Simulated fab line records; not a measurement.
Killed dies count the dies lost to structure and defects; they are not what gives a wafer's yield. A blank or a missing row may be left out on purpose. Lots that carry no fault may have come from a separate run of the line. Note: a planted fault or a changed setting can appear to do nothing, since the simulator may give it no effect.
Matching of chambers -- flow nand harc -- 4 sister chambers for NHARC_A_CHANNEL_FILL_D2_ETCHBACK_20 on rie diel-03
The step etches the open film in C4F8/O2/Ar, target depth 27 nm, time 13.5 s. 22 wafers are shown with their chamber, then 11 later ones without.

EACH WAFER AND ITS CHAMBER
wafer,chamber,rf vpp V (V),oes product au (a.u.)
L075.1,1,977,1.000
L075.2,3,987,1.014
L075.6,0,981,1.003
L077.1,0,981,0.989
L077.2,3,987,0.995
L077.6,0,981,0.984
L078.2,0,982,0.990
L078.3,2,979,0.991
L078.6,0,981,1.008
L081.2,0,981,1.003
L081.3,1,977,1.000
L081.4,0,980,0.993
L083.3,0,981,0.998
L083.4,1,977,0.988
L083.6,0,982,0.991
L087.1,1,978,0.923
L087.4,2,980,0.935
L087.6,2,979,0.924
L088.3,3,987,1.001
L088.5,2,979,1.016
L088.6,0,981,1.003
L091.1,2,981,1.007

SIGNATURES (means of the wafers above)
reading,chamber 0,chamber 1,chamber 2,chamber 3,scatter within a chamber
rf vpp V,981.10,977.25,979.60,987.00,0.617
oes product au,0.99620,0.97775,0.97460,1.00333,0.0258
Rule: distance of a wafer from a chamber = root of the sum over the readings of ((wafer's reading minus chamber's mean) / reading's scatter) squared. The wafer belongs to the nearest chamber; if the next one is less than 2 further off, it can't be placed. The scatter: the root of (the sum of the squares of (reading less its chamber's mean) over the shown wafers, divided by (wafers less chambers)).

WAFERS WITH NO CHAMBER GIVEN
wafer,rf vpp V (V),oes product au (a.u.)
L091.3,988,1.011
L091.4,979,1.011
L093.1,988,1.007
L093.2,978,0.997
L093.4,980,1.005
L095.1,979,1.006
L095.2,988,1.011
L095.4,977,1.004
L097.2,980,0.970
L097.3,978,0.977
L097.4,978,0.971

WHICH CHAMBER EACH ONE RAN IN
wafer,from the rows above,in truth
L091.3,3,3
L091.4,can't be placed: 2 or 1 or 0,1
L093.1,3,3
L093.2,can't be placed: 1 or 2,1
L093.4,can't be placed: 2 or 0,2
L095.1,can't be placed: 2 or 1 or 0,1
L095.2,3,3
L095.4,1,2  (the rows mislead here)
L097.2,can't be placed: 2 or 0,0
L097.3,can't be placed: 1 or 2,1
L097.4,can't be placed: 1 or 2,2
Placed correctly: 3 of 11. From these rows, 7 cannot be placed; in 7 the true chamber is one of the candidates. Wrongly placed: 1.
